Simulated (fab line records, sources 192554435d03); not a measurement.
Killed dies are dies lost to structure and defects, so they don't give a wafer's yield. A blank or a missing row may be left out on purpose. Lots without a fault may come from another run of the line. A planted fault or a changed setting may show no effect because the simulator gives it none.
Chamber matching | flow n5_finfet | N5_WELL_APT_DESCUM_30 on rie_diel-04: 4 sister chambers
The step chemistry O2, time 7.9 s. 4 wafers are shown with their chamber, then 7 later ones without.

WAFERS WITH THEIR CHAMBER
wafer  | chamber | throttle_valve_pct (%)
L078.5 | 2       | 19.97
L080.6 | 1       | 20.46
L089.1 | 3       | 20.81
L089.4 | 0       | 20.34

WAFERS WITHOUT THEIR CHAMBER
wafer  | throttle_valve_pct (%)
L089.5 | 20.01
L091.3 | 20.00
L091.4 | 20.83
L091.5 | 20.49
L094.2 | 20.03
L094.3 | 20.49
L094.5 | 20.34

WHICH CHAMBER EACH WENT THROUGH
wafer  | from the rows above | in truth
L089.5 | 2                   | 2
L091.3 | 2                   | 2
L091.4 | 3                   | 3
L091.5 | 1                   | 1
L094.2 | 2                   | 2
L094.3 | 1                   | 1
L094.5 | 0                   | 0
Placed correctly: 7 of 7. Can't be placed from these rows: 0. Placed wrongly: 0.
How it was worked out, from the rows above alone: a wafer's distance from a chamber is the root of the sum, over the readings, of the square of ((its reading less the chamber's mean) divided by the reading's scatter). The wafer belongs to the nearest chamber; if the next one is less than 2 further off, it can't be placed. A chamber's mean is the mean of its shown wafers. The scatter: with one shown wafer a chamber, the root of the mean of the squares of how far each hidden wafer lies from its nearest shown one.
